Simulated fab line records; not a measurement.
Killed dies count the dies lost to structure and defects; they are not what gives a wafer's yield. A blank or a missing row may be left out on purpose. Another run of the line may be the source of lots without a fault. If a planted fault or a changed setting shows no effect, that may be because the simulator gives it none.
fab line records | flow n5Finfet
[record] lots = 6 | wafers = 18 | lastDay = 18
route steps=1938 shown BEOL_M0_SAQP@682 BEOL_M4@1111 PASSIVATION@1936
lots that met no fault: from a run of the same line without faults
startH: start of the lot's first displayed wafer, in hours after the record's first day | waitH: time in hours since the lot's previous step | " as in the row above | L1.1+2: a single row standing in for several wafers | - either no value or no given start | * or withheld: withheld | < > ~ a bound
route shown NAME@n: NAME is a module with steps in the file, n the number in the route of the first one | usual: mean/standard deviation taken from wafers without a fault | same: alike in all rows | chamber/n: place in a boat | sites: the reading at each site | _std_site: their standard deviation | _edge_site: mean of outer sites minus mean of inner sites | radiusMm: how far each site lies from the wafer's centre | mask NAME#n: copy n | behind: the tool/chamber that last shaped the wafer | hold: why the lot went on hold/how many hours it stayed there/how the hold came to an end | device: whichever transistor did not switch (one of n, p or np) | end of line: the same wafers' tests at the end of the route | a step with no rows: only its recipe | killed: not the wafer's yield, but the dies lost to structure and defects at the first sort | map: the dies of a wafer, with x for killed, . for not killed, _ for no die there
set.NAME: setting as actually run; set.NAME@STEP: the setting as run at that earlier step | model.NAME: the simulator's own value behind a step, which no gauge read
lots at some steps of the route; a table a step, a row a wafer
services: from which hour (startH, from the record's first day; less than 0 if before it) a tool's chamber was out of use, for how many hours, and why
[[steps]]
[step N5_BEOL_M0_SAQP_COAT_87]
[recipe] resist = underlayer | tempC = 205 | timeS = 60 | spinRpm = 1500 | resistThkNm = 5
[step N5_BEOL_M0_SAQP_COAT_34]
[recipe] resist = CAR-EUV | spinRpm = 1500 | resistThkNm = 30
[step N5_BEOL_M0_SAQP_EBR_36]
[recipe] solvent = PGMEA | ebrWidthMm = 1.5
[step N5_BEOL_M0_SAQP_SOFTBAKE_35]
[recipe] tempC = 110 | timeS = 60 | resist = CAR-EUV
[step N5_BEOL_M0_SAQP_EXPOSE_37]
[recipe] maskId = M0_CUT1 | na = 0.33 | sourceShape = annular | sigmaInner = 0.35 | sigmaOuter = 0.8 | polarization = unpolarized | targetCdNm = 30 | doseMj = 44.75
[step N5_BEOL_M0_SAQP_PEB_38]
[recipe] pebTempC = 100 | pebTimeS = 60 | resist = CAR-EUV
[step N5_BEOL_M0_SAQP_DEVELOP_39]
[recipe] developTimeS = 30 | developer = TMAH | resist = CAR-EUV | rinseLiquid = surfactantRinse | dry = airSpin | devTempC = 23
[step N5_BEOL_M0_SAQP_CD_MEAS_40]
[recipe] targetCdNm = 30 | landingEnergyEv = 500 | detector = seInlens
[usual] cdNm = 29.96/0.23
lot.wafer | tool     | chamber | startH | waitH | cdNm
L140.2    | cdSem-03 | 0       | 121.30 | -     | 30.27
L140.3    | "        | 0       | "      | "     | 29.95
L140.4    | "        | 0       | "      | "     | 29.77
L149.3    | cdSem-01 | 0       | 180.59 | -     | 30.20
L149.5    | "        | 0       | "      | "     | 30.08
L149.6    | "        | 0       | "      | "     | 30.60
L156.1    | cdSem-03 | 0       | 220.92 | -     | 29.92
L156.3    | "        | 0       | "      | "     | 30.39
L156.6    | "        | 0       | "      | "     | 29.97
L157.1    | cdSem-01 | 0       | 224.95 | -     | 29.69
L157.3    | "        | 0       | "      | "     | 30.01
L157.5    | "        | 0       | "      | "     | 29.88
L158.2    | cdSem-01 | 0       | 229.45 | -     | 30.16
L158.3    | "        | 0       | "      | "     | 30.21
L158.6    | "        | 0       | "      | "     | 29.65
L159.3    | cdSem-02 | 0       | 241.21 | -     | 29.94
L159.5    | "        | 0       | "      | "     | 30.12
L159.6    | "        | 0       | "      | "     | 30.34
[step N5_BEOL_M0_SAQP_OVL_MEAS_41]
[recipe] pointsPerWafer = 522
[usual] M0_CUT1_OVL = 0.5/0.64
lot.wafer | tool       | chamber | startH | waitH | M0_CUT1_OVL[nm]
L140.2    | overlay-02 | 0       | 121.33 | 0.0   | 0.0
L140.3    | "          | 0       | "      | "     | 0.4
L140.4    | "          | 0       | "      | "     | 0.5
L149.3    | overlay-01 | 0       | 180.63 | 0.0   | 0.1
L149.5    | "          | 0       | "      | "     | -0.4
L149.6    | "          | 0       | "      | "     | -0.4
L156.1    | overlay-01 | 0       | 220.95 | 0.0   | 1.7
L156.3    | "          | 0       | "      | "     | 0.5
L156.6    | "          | 0       | "      | "     | 0.6
L157.1    | overlay-01 | 0       | 224.98 | 0.0   | 0.2
L157.3    | "          | 0       | "      | "     | 0.7
L157.5    | "          | 0       | "      | "     | 0.2
L158.2    | overlay-02 | 0       | 229.48 | 0.0   | 0.4
L158.3    | "          | 0       | "      | "     | 0.6
L158.6    | "          | 0       | "      | "     | 0.1
L159.3    | overlay-02 | 0       | 241.25 | 0.0   | 0.2
L159.5    | "          | 0       | "      | "     | 0.9
L159.6    | "          | 0       | "      | "     | 1.4
[step N5_BEOL_M0_SAQP_INSPECT_42]
[recipe] mode = adi | inspectInstrument = brightfield
[usual] rawDefectCount = 347/82
lot.wafer | tool             | chamber | startH | waitH | rawDefectCount
L140.2    | defectInspect-01 | -       | 121.38 | 0.0   | 255
L140.3    | "                | -       | "      | "     | 360
L140.4    | "                | -       | "      | "     | 412
L149.3    | defectInspect-02 | -       | 180.67 | 0.0   | 341
L149.5    | "                | -       | "      | "     | 534
L149.6    | "                | -       | "      | "     | 407
L156.1    | defectInspect-02 | -       | 221.01 | 0.1   | 311
L156.3    | "                | -       | "      | "     | 294
L156.6    | "                | -       | "      | "     | 307
L157.1    | defectInspect-01 | -       | 225.04 | 0.1   | 329
L157.3    | "                | -       | "      | "     | 401
L157.5    | "                | -       | "      | "     | 296
L158.2    | defectInspect-01 | -       | 229.54 | 0.1   | 309
L158.3    | "                | -       | "      | "     | 280
L158.6    | "                | -       | "      | "     | 333
L159.3    | defectInspect-01 | -       | 241.53 | 0.3   | 215
L159.5    | "                | -       | "      | "     | 322
L159.6    | "                | -       | "      | "     | 373
[step N5_BEOL_M0_SAQP_DESCUM_45]
[recipe] chemistry = O2 | timeS = 7 | sourcePowerW = 50 | biasPowerW = 20 | pressureMtorr = 20 | rfFrequencyHz = 2.712e+07 | tempC = 40 | resist = CAR-EUV | o2FlowSccm = 225
[usual] drypumpMotorCurrentA = 5.7/0.43 | oesProductAu = 0.80/0.092 | rfVppV = 243.6/1.8 | showerheadPlenumPTorr = 2.11/0.094 | throttleValvePct = 20.37/0.18
lot.wafer | tool       | chamber | startH | waitH | drypumpMotorCurrentA | oesProductAu | rfHoursCounterH | rfVppV | showerheadPlenumPTorr | throttleValvePct
L140.2    | rieDiel-02 | 3       | 121.42 | 0.0   | 6.1                  | 0.87         | 60              | 243.9  | 2.13                  | 20.07
L140.3    | "          | 1       | "      | "     | 4.9                  | 0.99         | 1               | 242.3  | 2.05                  | 20.08
L140.4    | "          | 1       | "      | "     | 4.9                  | 0.98         | -               | 243.8  | 2.05                  | 20.09
L149.3    | rieDiel-01 | 0       | 180.71 | 0.0   | 6.1                  | 0.73         | 172             | 245.6  | 2.18                  | 20.51
L149.5    | "          | 2       | "      | "     | 6.0                  | 0.69         | -               | 242.1  | 1.97                  | 20.37
L149.6    | "          | 1       | "      | "     | 5.8                  | 0.94         | -               | 244.6  | 2.23                  | 20.47
L156.1    | rieDiel-02 | 0       | 221.04 | 0.0   | 5.6                  | 0.90         | 26              | 244.0  | 2.14                  | 20.57
L156.3    | "          | 1       | "      | "     | 4.9                  | 0.90         | 27              | 242.9  | 2.04                  | 20.14
L156.6    | "          | 0       | "      | "     | 5.6                  | 0.91         | -               | 243.6  | 2.14                  | 20.57
L157.1    | rieDiel-01 | 2       | 225.07 | 0.0   | 6.1                  | 0.98         | 1               | 245.2  | 2.24                  | 19.96
L157.3    | "          | 0       | "      | "     | 6.1                  | 0.72         | 190             | 244.3  | 2.17                  | 20.56
L157.5    | "          | 1       | "      | "     | 5.8                  | 0.91         | -               | 246.5  | 2.22                  | 20.51
L158.2    | rieDiel-01 | 0       | 229.58 | 0.0   | 6.1                  | 0.73         | 191             | 245.1  | 2.17                  | 20.54
L158.3    | "          | 1       | "      | "     | 5.8                  | 0.90         | 33              | 243.8  | 2.22                  | 20.52
L158.6    | "          | 2       | "      | "     | 6.0                  | 0.96         | -               | 246.5  | 2.24                  | 19.96
L159.3    | rieDiel-04 | 1       | 241.56 | 0.0   | 5.4                  | 0.75         | 156             | 243.7  | 2.08                  | 20.34
L159.5    | "          | 3       | "      | "     | 6.4                  | 0.76         | -               | 240.4  | 1.92                  | 20.26
L159.6    | "          | 0       | "      | "     | 5.1                  | 0.82         | -               | 243.3  | 2.02                  | 20.47
[step N5_BEOL_M0_SAQP_ETCH_88]
[recipe] chemistry = N2/H2 | target = underlayer | targetDepthA = 65 | timeS = 5.2 | ionEnergyEv = 200 | maskMaterial = CAR-EUV | pressureMtorr = 30 | sourceW = 840 | biasW = 150 | n2FlowSccm = 200 | h2FlowSccm = 200 | ends = cleared
[usual] drypumpMotorCurrentA = 5.7/0.43 | etchRfOnTimeS = 5.22/0.081 | oesProductAu = 0.68/0.08 | rfVppV = 524/3.2 | showerheadPlenumPTorr = 2.56/0.11 | throttleValvePct = 17.83/0.21
lot.wafer | tool       | chamber | startH | waitH | drypumpMotorCurrentA | etchRfOnTimeS | oesProductAu | rfHoursCounterH | rfVppV | showerheadPlenumPTorr | throttleValvePct
L140.2    | rieDiel-02 | 3       | 121.45 | 0.0   | 6.2                  | 5.03          | 0.74         | 60              | 525    | 2.58                  | 17.39
L140.3    | "          | 1       | "      | "     | 4.9                  | 5.22          | 0.84         | 1               | 523    | 2.49                  | 17.47
L140.4    | "          | 1       | "      | "     | 4.9                  | 5.25          | 0.84         | -               | 522    | 2.49                  | 17.46
L149.3    | rieDiel-01 | 0       | 180.74 | 0.0   | 6.1                  | 5.27          | 0.63         | 172             | 528    | 2.64                  | 17.97
L149.5    | "          | 2       | "      | "     | 6.0                  | 5.31          | 0.58         | -               | 520    | 2.40                  | 17.83
L149.6    | "          | 1       | "      | "     | 5.8                  | 5.10          | 0.80         | -               | 528    | 2.71                  | 17.89
L156.1    | rieDiel-02 | 0       | 221.08 | 0.0   | 5.6                  | 5.13          | 0.76         | 26              | 527    | 2.59                  | 17.87
L156.3    | "          | 1       | "      | "     | 4.9                  | 5.26          | 0.76         | 27              | 522    | 2.48                  | 17.51
L156.6    | "          | 0       | "      | "     | 5.6                  | 5.07          | 0.78         | -               | 525    | 2.59                  | 17.92
L157.1    | rieDiel-01 | 2       | 225.11 | 0.0   | 6.1                  | 5.14          | 0.83         | 1               | 529    | 2.72                  | 17.40
L157.3    | "          | 0       | "      | "     | 6.2                  | 5.29          | 0.61         | 190             | 525    | 2.63                  | 17.96
L157.5    | "          | 1       | "      | "     | 5.8                  | 5.11          | 0.77         | -               | 527    | 2.70                  | 17.95
L158.2    | rieDiel-01 | 0       | 229.61 | 0.0   | 6.1                  | 5.34          | 0.63         | 191             | 527    | 2.63                  | 17.97
L158.3    | "          | 1       | "      | "     | 5.8                  | 5.18          | 0.76         | 33              | 531    | 2.70                  | 17.92
L158.6    | "          | 2       | "      | "     | 6.0                  | 5.27          | 0.80         | -               | 526    | 2.72                  | 17.40
L159.3    | rieDiel-04 | 1       | 241.60 | 0.0   | 5.5                  | 5.10          | 0.64         | 156             | 525    | 2.55                  | 17.99
L159.5    | "          | 3       | "      | "     | 6.4                  | 5.16          | 0.66         | -               | 517    | 2.34                  | 17.67
L159.6    | "          | 0       | "      | "     | 5.1                  | 5.23          | 0.70         | -               | 519    | 2.47                  | 17.97
[step N5_BEOL_M0_SAQP_ETCH_73]
[recipe] chemistry = CF4 | target = SiARC | targetDepthA = 195 | maskMaterial = CAR-EUV | timeS = 32.5 | ionEnergyEv = 80 | pressureMtorr = 40 | sourceW = 545 | biasW = 36 | Ar_flow_sccm = 100 | cf4FlowSccm = 100 | ends = cleared
[usual] drypumpMotorCurrentA = 5.7/0.44 | etchRfOnTimeS = 32.5/0.46 | oesProductAu = 0.69/0.08 | rfVppV = 184.1/1.4 | showerheadPlenumPTorr = 2.16/0.088 | throttleValvePct = 15.55/0.17
lot.wafer | tool       | chamber | startH | waitH | drypumpMotorCurrentA | etchRfOnTimeS | oesProductAu | rfHoursCounterH | rfVppV | showerheadPlenumPTorr | throttleValvePct
L140.2    | rieDiel-02 | 3       | 121.47 | 0.0   | 6.2                  | 32.1          | 0.74         | 60              | 185.2  | 2.17                  | 15.17
L140.3    | "          | 1       | "      | "     | 4.9                  | 32.6          | 0.84         | 1               | 183.6  | 2.11                  | 15.32
L140.4    | "          | 1       | "      | "     | 4.9                  | 32.8          | 0.84         | -               | 185.0  | 2.11                  | 15.31
L149.3    | rieDiel-01 | 0       | 180.76 | 0.0   | 6.1                  | 33.0          | 0.62         | 172             | 185.3  | 2.22                  | 15.68
L149.5    | "          | 2       | "      | "     | 6.0                  | 33.4          | 0.57         | -               | 183.0  | 2.02                  | 15.60
L149.6    | "          | 1       | "      | "     | 5.8                  | 31.9          | 0.81         | -               | 186.0  | 2.27                  | 15.56
L156.1    | rieDiel-02 | 0       | 221.10 | 0.0   | 5.6                  | 31.6          | 0.77         | 26              | 183.6  | 2.19                  | 15.66
L156.3    | "          | 1       | "      | "     | 4.9                  | 32.5          | 0.77         | 27              | 184.1  | 2.10                  | 15.37
L156.6    | "          | 0       | "      | "     | 5.6                  | 31.5          | 0.77         | -               | 183.7  | 2.19                  | 15.65
L157.1    | rieDiel-01 | 2       | 225.13 | 0.0   | 6.0                  | 32.8          | 0.82         | 1               | 184.5  | 2.27                  | 15.10
L157.3    | "          | 0       | "      | "     | 6.1                  | 39.3          | 0.57         | 190             | 184.8  | 2.21                  | 15.72
L157.5    | "          | 1       | "      | "     | 5.8                  | 32.2          | 0.77         | -               | 185.7  | 2.27                  | 15.61
L158.2    | rieDiel-01 | 0       | 229.63 | 0.0   | 6.1                  | 39.3          | 0.56         | 191             | 185.0  | 2.21                  | 15.71
L158.3    | "          | 1       | "      | "     | 5.8                  | 32.2          | 0.76         | 33              | 183.9  | 2.26                  | 15.62
L158.6    | "          | 2       | "      | "     | 6.0                  | 32.3          | 0.82         | -               | 185.2  | 2.27                  | 15.09
L159.3    | rieDiel-04 | 1       | 241.61 | 0.0   | 5.5                  | 32.0          | 0.64         | 156             | 184.4  | 2.14                  | 15.56
L159.5    | "          | 3       | "      | "     | 6.4                  | 32.1          | 0.66         | -               | 181.7  | 1.98                  | 15.48
L159.6    | "          | 0       | "      | "     | 5.1                  | 32.6          | 0.70         | -               | 181.7  | 2.08                  | 15.68
[step N5_BEOL_M0_SAQP_CUT_ETCH_46]
[recipe] chemistry = N2/H2 | target = SOC | targetDepthA = 1350 | overetchA = 270 | tempC = 40 | timeS = 202.5 | ionEnergyEv = 200 | maskMaterial = SiARC | pressureMtorr = 30 | sourceW = 840 | biasW = 150 | n2FlowSccm = 200 | h2FlowSccm = 200
[usual] drypumpMotorCurrentA = 5.7/0.43 | rfVppV = 524/3.2 | showerheadPlenumPTorr = 2.56/0.11 | throttleValvePct = 17.78/0.21
lot.wafer | tool       | chamber | startH | waitH | drypumpMotorCurrentA | rfHoursCounterH | rfVppV | showerheadPlenumPTorr | throttleValvePct
L140.2    | rieDiel-02 | 3       | 121.50 | 0.0   | 6.1                  | 60              | 526    | 2.58                  | 17.34
L140.3    | "          | 1       | "      | "     | 4.9                  | 1               | 523    | 2.49                  | 17.41
L140.4    | "          | 1       | "      | "     | 4.9                  | -               | 522    | 2.49                  | 17.40
L149.3    | rieDiel-01 | 0       | 180.79 | 0.0   | 6.1                  | 172             | 525    | 2.64                  | 17.91
L149.5    | "          | 2       | "      | "     | 6.0                  | -               | 520    | 2.40                  | 17.79
L149.6    | "          | 1       | "      | "     | 5.8                  | -               | 527    | 2.71                  | 17.86
L156.1    | rieDiel-02 | 0       | 221.13 | 0.0   | 5.6                  | 26              | 526    | 2.59                  | 17.85
L156.3    | "          | 1       | "      | "     | 4.9                  | 27              | 522    | 2.48                  | 17.46
L156.6    | "          | 0       | "      | "     | 5.6                  | -               | 525    | 2.59                  | 17.86
L157.1    | rieDiel-01 | 2       | 225.16 | 0.0   | 6.0                  | 1               | 529    | 2.72                  | 17.37
L157.3    | "          | 0       | "      | "     | 6.1                  | 190             | 527    | 2.63                  | 17.95
L157.5    | "          | 1       | "      | "     | 5.8                  | -               | 528    | 2.70                  | 17.90
L158.2    | rieDiel-01 | 0       | 229.66 | 0.0   | 6.1                  | 191             | 526    | 2.63                  | 17.95
L158.3    | "          | 1       | "      | "     | 5.8                  | 33              | 528    | 2.70                  | 17.88
L158.6    | "          | 2       | "      | "     | 6.0                  | -               | 530    | 2.72                  | 17.33
L159.3    | rieDiel-04 | 1       | 241.65 | 0.0   | 5.5                  | 156             | 525    | 2.55                  | 17.96
L159.5    | "          | 3       | "      | "     | 6.4                  | -               | 518    | 2.34                  | 17.62
L159.6    | "          | 0       | "      | "     | 5.1                  | -               | 521    | 2.47                  | 17.93
[step N5_BEOL_M4_RC_MEAS_101]
[usual] DIBL_N = 35.9/1.2 | DIBL_P = 35.9/1.4 | IOFF_N = 0.149/0.02 | IOFF_P = 0.205/0.022 | ION_N = 671/8.8 | ION_P = 461/5.9 | SS_N = 71.4/0.51 | SS_P = 73.2/0.56 | VT_N = 250.6/2.5 | VT_P = -250.1/2.3
lot.wafer | tool      | chamber | startH | waitH | DIBL_N[mV/V] | DIBL_P[mV/V] | IOFF_N[nA/um] | IOFF_P[nA/um] | ION_N[uA/um] | ION_P[uA/um] | SS_N[mV/dec] | SS_P[mV/dec] | VT_N[mV] | VT_P[mV]
L140.2    | prober-02 | 0       | 208.64 | 0.2   | 35.4         | 35.9         | 0.145         | 0.233         | 670          | 473          | 71.6         | 72.5         | 248.9    | -245.3
L140.3    | "         | 0       | "      | "     | 35.6         | 34.7         | 0.141         | 0.209         | 669          | 461          | 71.4         | 73.3         | 252.0    | -247.5
L140.4    | "         | 0       | "      | "     | 35.5         | 35.9         | 0.148         | 0.235         | 670          | 467          | 71.2         | 73.2         | 247.8    | -247.8
L149.3    | prober-02 | 0       | 277.97 | 0.4   | 36.8         | 35.6         | 0.152         | 0.185         | 656          | 450          | 71.5         | 73.7         | 250.0    | -253.8
L149.5    | "         | 0       | "      | "     | 36.1         | 34.0         | 0.135         | 0.161         | 661          | 449          | 72.1         | 73.8         | 250.6    | -253.2
L149.6    | "         | 0       | "      | "     | 37.9         | 36.3         | 0.162         | 0.199         | 668          | 452          | 72.3         | 74.2         | 252.3    | -252.4
L156.1    | prober-01 | 0       | 297.53 | 0.0   | 35.4         | 36.7         | 0.154         | 0.196         | 676          | 462          | 71.0         | 73.1         | 246.4    | -251.3
L156.3    | "         | 0       | "      | "     | 38.3         | 39.6         | 0.190         | 0.227         | 677          | 459          | 71.6         | 73.8         | 249.8    | -249.7
L156.6    | "         | 0       | "      | "     | 37.1         | 38.1         | 0.167         | 0.211         | 686          | 461          | 71.9         | 74.2         | 247.8    | -248.8
L158.2    | prober-01 | 0       | 303.12 | 0.2   | 34.4         | 34.8         | 0.139         | 0.190         | 667          | 464          | 70.9         | 72.5         | 251.4    | -251.3
L158.3    | "         | 0       | "      | "     | 35.3         | 35.6         | 0.150         | 0.207         | 666          | 463          | 71.2         | 73.3         | 250.8    | -247.9
L158.6    | "         | 0       | "      | "     | 36.6         | 37.3         | 0.185         | 0.233         | 665          | 460          | 72.6         | 73.6         | 249.1    | -248.8
L157.1    | prober-02 | 0       | 322.35 | 0.0   | 37.1         | 36.8         | 0.147         | 0.197         | 671          | 460          | 71.9         | 73.4         | 252.4    | -251.4
L157.3    | "         | 0       | "      | "     | 36.9         | 36.5         | 0.146         | 0.199         | 669          | 455          | 72.0         | 73.2         | 252.0    | -251.3
L157.5    | "         | 0       | "      | "     | 35.5         | 35.2         | 0.125         | 0.177         | 668          | 456          | 70.9         | 72.8         | 255.0    | -251.4
L159.3    | prober-02 | 0       | 330.95 | 0.3   | 38.5         | 38.4         | 0.196         | 0.252         | 682          | 464          | 72.2         | 74.3         | 245.5    | -247.5
L159.5    | "         | 0       | "      | "     | 37.3         | 37.1         | 0.175         | 0.231         | 689          | 475          | 71.8         | 73.5         | 244.6    | -248.9
L159.6    | "         | 0       | "      | "     | 36.9         | 36.3         | 0.155         | 0.206         | 675          | 459          | 71.9         | 73.7         | 251.0    | -249.2
[step N5_PASSIVATION_PROBE_49]
[usual] defectLimitedYield = 91.1/1.4 | killed_at_M0_to_M3 = 34/10 | killed_at_M4_up = 14/5.5 | killedAtContacts = 12/5.1 | killedAtFrontEnd = 41/12 | killedAtOther = 4/3.1 | killedDies = 105/17 | killedOpen = 70/13 | killedShort = 33/7.6 | sort_bin_5_function = 5.3/0.98 | sort_bin_6_memory = 3.3/0.67 | sortNPass = 1075/17 | sortYieldPct = 91.1/1.4
[same] grossDies = 1180 | killedAtBackSide = 0 | sort_bin_4_leakage[%] = 0 | sort_bin_8_speed[%] = 0
lot.wafer | tool      | chamber | startH | waitH | defectLimitedYield[%] | killed_at_M0_to_M3 | killed_at_M4_up | killedAtContacts | killedAtFrontEnd | killedAtOther | killedDies | killedOpen | killedShort | sort_bin_5_function[%] | sort_bin_6_memory[%] | sortNPass | sortYieldPct[%]
L140.2    | prober-02 | -       | 317.81 | 0.1   | 91.3                  | 38                 | 7               | 11               | 46               | 1             | 103        | 69         | 32          | 5.2                    | 3.1                  | 1077      | 91.3
L140.3    | prober-02 | -       | 317.86 | 0.1   | 90.8                  | 52                 | 9               | 11               | 34               | 2             | 108        | 61         | 44          | 4.8                    | 3.6                  | 1072      | 90.8
L140.4    | prober-02 | -       | 317.91 | 0.2   | 92.3                  | 25                 | 14              | 10               | 38               | 4             | 91         | 56         | 34          | 5.2                    | 2.4                  | 1089      | 92.3
L149.5    | prober-02 | -       | 383.40 | 0.2   | 90.3                  | 36                 | 18              | 7                | 50               | 4             | 115        | 74         | 39          | 5.6                    | 3.8                  | 1065      | 90.3
// killed by level:class
L140.2 STI_FIN_REVEAL:geometricParticle:open=11 BEOL_M3:geometricParticle:open=9 MOL_CONTACT_COAG:geometricParticle:open=8 FIN_SAQP:geometricParticle:open=7 BEOL_M0_SAQP:geometricParticle:short=7 GATE_CUT:geometricParticle:open=6 DUMMY_GATE:geometricParticle:open=5 BEOL_M0_SAQP:geometricParticle:open=5
L140.3 BEOL_M2:geometricParticle:open=15 BEOL_M0_SAQP:geometricParticle:open=10 BEOL_M0_SAQP:geometricParticle:short=10 BEOL_M3:geometricParticle:open=7 MOL_CONTACT_COAG:geometricParticle:open=6 MOL_CONTACT_COAG:geometricParticle:short=5 DUMMY_GATE:geometricParticle:open=4 ILD0:geometricParticle:short=4
L140.4 STI_FIN_REVEAL:geometricParticle:open=13 MOL_CONTACT_COAG:geometricParticle:open=6 BEOL_M1:geometricParticle:open=6 BEOL_M2:geometricParticle:open=6 ILD0:geometricParticle:open=5 MOL_CONTACT_COAG:geometricParticle:short=4 PAD_METAL:geometricParticle:short=4 FIN_SAQP:geometricParticle:open=3
L149.5 BEOL_M0_SAQP:geometricParticle:short=13 FIN_SAQP:geometricParticle:open=11 BEOL_M0_SAQP:geometricParticle:open=9 GATE_CUT:geometricParticle:short=7 MOL_CONTACT_COAG:geometricParticle:open=7 STARTING-WAFER:geometricParticle:open=7 STI_FIN_REVEAL:geometricParticle:open=6 BEOL_M4:geometricParticle:open=6
[[services]]
tool       | chamber | startH | hours | kind
rieDiel-02 | 1       | 98.92  | -     | clean
rieDiel-02 | 1       | 98.92  | -     | consumableReplace:focusRing
rieDiel-02 | 1       | 98.92  | 20.8  | scheduledDown
rieDiel-02 | 1       | 98.92  | 20.8  | ventCycle
rieDiel-01 | 1       | 107.39 | -     | clean
rieDiel-01 | 1       | 107.39 | -     | consumableReplace:focusRing
rieDiel-01 | 1       | 107.39 | -     | consumableReplace:showerhead
rieDiel-01 | 1       | 107.39 | 22.1  | scheduledDown
rieDiel-01 | 1       | 107.39 | 22.1  | ventCycle
rieDiel-02 | 0       | 119.80 | -     | clean
rieDiel-02 | 0       | 119.80 | -     | consumableReplace:focusRing
rieDiel-02 | 0       | 119.80 | 19.5  | scheduledDown
rieDiel-02 | 0       | 119.80 | 19.5  | ventCycle
rieDiel-02 | 2       | 145.12 | -     | clean
rieDiel-02 | 2       | 145.12 | -     | consumableReplace:focusRing
rieDiel-02 | 2       | 145.12 | 17.3  | scheduledDown
rieDiel-02 | 2       | 145.12 | 17.3  | ventCycle
rieDiel-02 | -       | 153.92 | 15.6  | pm
rieDiel-01 | 2       | 178.02 | 2.6   | repair
rieDiel-04 | 1       | 187.68 | 4.9   | repair
rieDiel-01 | 2       | 195.10 | 8.9   | repair
rieDiel-02 | 3       | 218.90 | 6.0   | repair
rieDiel-02 | 3       | 241.30 | 2.1   | repair
[[key]]
[firstSign] step = N5_BEOL_M0_SAQP_ETCH_73 | reading = etchRfOnTimeS | direction = up | sigmas = 15 | usual = * | struck = *
effect none on later readings
metAt N5_BEOL_M0_SAQP_ETCH_73
struckWafers L157.3,L158.2
onsetBetween 180.76 225.13
[fault] kind = processParameterDrift | tool = rieDiel-01 | chamber = 0 | onsetH = 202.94 | steps = N5_BEOL_M0_SAQP_ETCH_73 | channel = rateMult | offset = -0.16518 | shape = step | endH = 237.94
